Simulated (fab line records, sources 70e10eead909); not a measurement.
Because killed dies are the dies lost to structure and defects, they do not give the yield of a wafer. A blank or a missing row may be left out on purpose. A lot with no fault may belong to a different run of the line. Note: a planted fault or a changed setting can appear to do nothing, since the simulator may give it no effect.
Which tool is to blame? | flow nand harc | Sampling: 24 lots, 72 wafers, 5 of 1159 route steps

## WHAT THE GAUGES READ, wafer by wafer
NHARC_P_M2_INSPECT_11. Usual: raw defect count at 4.2, with a standard deviation of 2.5.
lot  | measured     | on                | raw defect count | flag
L074 | day 5 19:02  | defect inspect-02 | 5 4 3            |
L075 | day 6 17:46  | defect inspect-02 | 2 3 5            |
L076 | day 6 17:59  | defect inspect-02 | 8 8 11           |
L077 | day 7 04:31  | defect inspect-02 | 5 5 5            |
L078 | day 7 08:23  | defect inspect-02 | 5 1 2            |
L079 | day 7 08:54  | defect inspect-01 | 4 3 4            |
L080 | day 7 13:41  | defect inspect-01 | 3 5 4            |
L081 | day 7 22:53  | defect inspect-02 | 8 2 4            |
L082 | day 7 23:56  | defect inspect-02 | 3 3 8            |
L083 | day 8 09:07  | defect inspect-02 | 2 3 5            |
L084 | day 8 13:55  | defect inspect-01 | 10 2 9           |
L087 | day 9 06:25  | defect inspect-02 | 7 9 5            |
L086 | day 9 07:09  | defect inspect-02 | 2 2 2            |
L085 | day 9 07:31  | defect inspect-01 | 2 5 5            |
L089 | day 9 23:38  | defect inspect-01 | 7 7 9            |
L088 | day 10 01:08 | defect inspect-02 | 3 2 2            |
L091 | day 10 01:32 | defect inspect-01 | 1 5 1            |
L090 | day 10 06:51 | defect inspect-02 | 7 3 1            |
L092 | day 10 12:45 | defect inspect-01 | 2 1 3            |
L094 | day 11 07:44 | defect inspect-02 | 7 4 1            |
L093 | day 11 07:53 | defect inspect-02 | 2 3 4            |
L095 | day 11 09:49 | defect inspect-01 | 0 4 3            |
L096 | day 11 13:40 | defect inspect-02 | 3 3 2            |
L097 | day 11 14:19 | defect inspect-02 | 6 6 11           |

NHARC_P_M2_CD_MEAS_16. Usual: cd nm at 169.8 nm, with a standard deviation of 0.82.
lot  | measured     | on        | cd nm (nm)        | flag
L074 | day 5 19:26  | cd sem-02 | 170.6 169.9 170.4 |
L075 | day 6 18:07  | cd sem-02 | 168.3 168.7 168.7 |
L076 | day 6 18:23  | cd sem-02 | 168.4 171.9 168.8 |
L077 | day 7 04:53  | cd sem-01 | 169.8 169.3 168.9 |
L078 | day 7 08:45  | cd sem-01 | 171.2 168.9 170.3 |
L079 | day 7 09:16  | cd sem-03 | 170.2 170.7 170.8 |
L080 | day 7 14:03  | cd sem-03 | 171.2 169.6 170.0 |
L081 | day 7 23:15  | cd sem-01 | 170.0 169.4 170.7 |
L082 | day 8 00:19  | cd sem-01 | 169.8 169.4 169.2 |
L083 | day 8 09:29  | cd sem-03 | 169.7 170.7 170.0 |
L084 | day 8 14:22  | cd sem-01 | 169.3 169.9 169.8 |
L087 | day 9 06:50  | cd sem-01 | 169.4 169.4 170.0 |
L086 | day 9 07:34  | cd sem-03 | 169.2 168.5 168.2 |
L085 | day 9 07:53  | cd sem-02 | 171.7 170.7 169.8 |
L089 | day 10 00:03 | cd sem-03 | 169.8 170.6 169.7 |
L088 | day 10 01:33 | cd sem-01 | 170.6 168.7 168.9 |
L091 | day 10 01:57 | cd sem-03 | 168.6 169.0 168.8 |
L090 | day 10 07:16 | cd sem-02 | 169.2 168.6 170.0 |
L092 | day 10 13:07 | cd sem-01 | 169.9 169.4 170.5 |
L094 | day 11 08:08 | cd sem-02 | 168.9 169.5 168.9 |
L093 | day 11 08:14 | cd sem-01 | 169.0 170.0 170.5 |
L095 | day 11 10:13 | cd sem-01 | 169.3 169.8 169.8 |
L096 | day 11 14:05 | cd sem-01 | 171.1 169.7 168.4 |
L097 | day 11 15:20 | cd sem-01 | 169.5 168.8 168.4 |

NHARC_P_BONDPAD_CD_MEAS_13. Usual: cd nm at 499.1 nm, with a standard deviation of 2.9.
lot  | measured     | on        | cd nm (nm)        | flag
L074 | day 6 00:26  | cd sem-01 | 499.4 497.5 493.0 |
L075 | day 6 22:41  | cd sem-01 | 502.4 502.4 494.1 |
L076 | day 6 23:02  | cd sem-01 | 502.1 501.3 490.7 |
L077 | day 7 09:22  | cd sem-02 | 494.1 499.0 503.0 |
L078 | day 7 13:22  | cd sem-03 | 501.8 505.1 500.6 |
L079 | day 7 13:57  | cd sem-02 | 499.8 497.9 499.5 |
L080 | day 7 18:40  | cd sem-03 | 500.6 504.9 498.8 |
L081 | day 8 03:52  | cd sem-02 | 498.8 497.9 498.7 |
L082 | day 8 05:11  | cd sem-03 | 502.5 497.8 503.4 |
L083 | day 8 13:58  | cd sem-03 | 500.9 503.3 497.0 |
L084 | day 8 19:43  | cd sem-02 | 498.1 500.7 496.2 |
L087 | day 9 11:24  | cd sem-02 | 499.5 498.7 497.1 |
L086 | day 9 12:08  | cd sem-03 | 497.7 496.7 496.9 |
L085 | day 9 12:58  | cd sem-02 | 494.8 491.8 499.3 |
L089 | day 10 05:08 | cd sem-02 | 498.9 495.1 497.6 |
L088 | day 10 06:54 | cd sem-02 | 495.8 498.4 497.0 |
L091 | day 10 06:38 | cd sem-01 | 500.7 498.8 502.8 |
L090 | day 10 11:48 | cd sem-03 | 500.3 494.5 501.6 |
L092 | day 10 17:53 | cd sem-02 | 501.6 501.1 498.2 |
L094 | day 11 13:04 | cd sem-02 | 496.4 499.0 497.7 |
L093 | day 11 13:19 | cd sem-03 | 500.5 501.8 502.0 |
L095 | day 11 15:16 | cd sem-02 | 502.1 498.1 497.9 |
L096 | day 11 18:59 | cd sem-01 | 496.7 494.7 493.4 |
L097 | day 11 19:59 | cd sem-03 | 500.4 496.6 498.7 |

## WHICH TOOL RAN EACH LOT (tool, then ch and the chambers of the sampled wafers, then the start)
lot  | NHARC_P_M2_ANNEAL_31             | NHARC_P_M2_DEP_33
L074 | rtp anneal-01 ch 0, day 5 21:02  | pecvd-01 ch 0,1, day 5 22:15
L075 | rtp anneal-01 ch 0, day 6 19:34  | pecvd-03 ch 0,1,2, day 6 20:32
L076 | rtp anneal-01 ch 0, day 6 19:55  | pecvd-04 ch 0,1,2, day 6 20:53
L077 | rtp anneal-02 ch 0, day 7 06:26  | pecvd-01 ch 0,1,2, day 7 07:26
L078 | rtp anneal-01 ch 0, day 7 10:15  | pecvd-04 ch 1,2, day 7 11:13
L079 | rtp anneal-02 ch 0, day 7 10:43  | pecvd-04 ch 0,1,2, day 7 11:43
L080 | rtp anneal-02 ch 0, day 7 15:36  | pecvd-03 ch 0,1, day 7 16:38
L081 | rtp anneal-02 ch 0, day 8 00:46  | pecvd-04 ch 0,1,2, day 8 01:41
L082 | rtp anneal-02 ch 0, day 8 01:55  | pecvd-03 ch 0,1,2, day 8 02:59
L083 | rtp anneal-01 ch 0, day 8 10:59  | pecvd-01 ch 0,2, day 8 12:00
L084 | rtp anneal-02 ch 0, day 8 16:35  | pecvd-03 ch 0,1,2, day 8 17:33
L087 | rtp anneal-01 ch 0, day 9 08:16  | pecvd-01 ch 0,1, day 9 09:19
L086 | rtp anneal-01 ch 0, day 9 09:02  | pecvd-01 ch 0,2, day 9 10:08
L085 | rtp anneal-01 ch 0, day 9 09:25  | pecvd-01 ch 0,1,2, day 9 10:29
L089 | rtp anneal-02 ch 0, day 10 01:50 | pecvd-01 ch 0,1, day 10 02:47
L088 | rtp anneal-02 ch 0, day 10 03:35 | pecvd-04 ch 1,2, day 10 04:34
L091 | rtp anneal-01 ch 0, day 10 03:34 | pecvd-01 ch 1,2, day 10 04:33
L090 | rtp anneal-02 ch 0, day 10 08:51 | pecvd-04 ch 0,1,2, day 10 09:50
L092 | rtp anneal-02 ch 0, day 10 14:39 | pecvd-04 ch 0,1,2, day 10 15:37
L094 | rtp anneal-01 ch 0, day 11 09:50 | pecvd-04 ch 1,2, day 11 10:51
L093 | rtp anneal-02 ch 0, day 11 09:52 | pecvd-01 ch 0,1,2, day 11 10:51
L095 | rtp anneal-01 ch 0, day 11 11:48 | pecvd-04 ch 0,1,2, day 11 12:51
L096 | rtp anneal-01 ch 0, day 11 15:50 | pecvd-01 ch 0,1,2, day 11 16:47
L097 | rtp anneal-02 ch 0, day 11 16:53 | pecvd-04 ch 1,2, day 11 17:53
- NHARC_P_M2_ANNEAL_31: time 90 s.
- NHARC_P_M2_DEP_33: deposits SiCN, target thk 30 nm.

## AS READ BY THE TOOLS THEMSELVES (means over the sampled wafers that have a number; for cases with no such wafer, the mark the record gives instead)
NHARC_P_M2_ANNEAL_31. Usual: wafer_temp_C_max at 225.9, with a standard deviation of 0.35.
lot  | tool          | wafer_temp_C_max | flag
L074 | rtp anneal-01 | 226.6            |
L075 | rtp anneal-01 | 226.1            |
L076 | rtp anneal-01 | 225.7            |
L077 | rtp anneal-02 | 225.5            |
L078 | rtp anneal-01 | 226.1            |
L079 | rtp anneal-02 | 225.6            |
L080 | rtp anneal-02 | 225.7            |
L081 | rtp anneal-02 | 225.8            |
L082 | rtp anneal-02 | 225.7            |
L083 | rtp anneal-01 | 226.6            |
L084 | rtp anneal-02 | 225.6            |
L087 | rtp anneal-01 | 226.0            |
L086 | rtp anneal-01 | 226.0            |
L085 | rtp anneal-01 | 226.3            |
L089 | rtp anneal-02 | 225.8            |
L088 | rtp anneal-02 | 226.1            |
L091 | rtp anneal-01 | 226.0            |
L090 | rtp anneal-02 | 225.7            |
L092 | rtp anneal-02 | 225.5            |
L094 | rtp anneal-01 | 226.2            |
L093 | rtp anneal-02 | 225.8            |
L095 | rtp anneal-01 | 226.4            |
L096 | rtp anneal-01 | 225.7            |
L097 | rtp anneal-02 | 225.7            |

NHARC_P_M2_DEP_33. Usual: heater power w at 544 W, with a standard deviation of 100.
lot  | tool     | heater power w (W) | flag
L074 | pecvd-01 | 612                |
L075 | pecvd-03 | 507                |
L076 | pecvd-04 | 546                |
L077 | pecvd-01 | 539                |
L078 | pecvd-04 | 644                |
L079 | pecvd-04 | 564                |
L080 | pecvd-03 | 600                |
L081 | pecvd-04 | 544                |
L082 | pecvd-03 | 547                |
L083 | pecvd-01 | 528                |
L084 | pecvd-03 | 541                |
L087 | pecvd-01 | 598                |
L086 | pecvd-01 | 513                |
L085 | pecvd-01 | 505                |
L089 | pecvd-01 | 596                |
L088 | pecvd-04 | 613                |
L091 | pecvd-01 | 455                |
L090 | pecvd-04 | 586                |
L092 | pecvd-04 | 584                |
L094 | pecvd-04 | 570                |
L093 | pecvd-01 | 498                |
L095 | pecvd-04 | 602                |
L096 | pecvd-01 | 512                |
L097 | pecvd-04 | 578                |

## THE ANSWER, worked out from the rows above alone
Rule: lot off if the mean of its wafers having a number is beyond 3 standard deviations from the usual mean. A lot without any number at a reading at which 4 lots or more have one is off too. Where the step has rows for the other lots, those lots are counted as sound. First the gauges in route order, then the tools' own readings, where a lot's mean is used as printed above. At the first step where some lot is off, the reading lying furthest off is the one used; lots without a number count as furthest.
None of the lots is off at any reading shown; this tells nothing.

## WHAT THE SIMULATOR PUT IN
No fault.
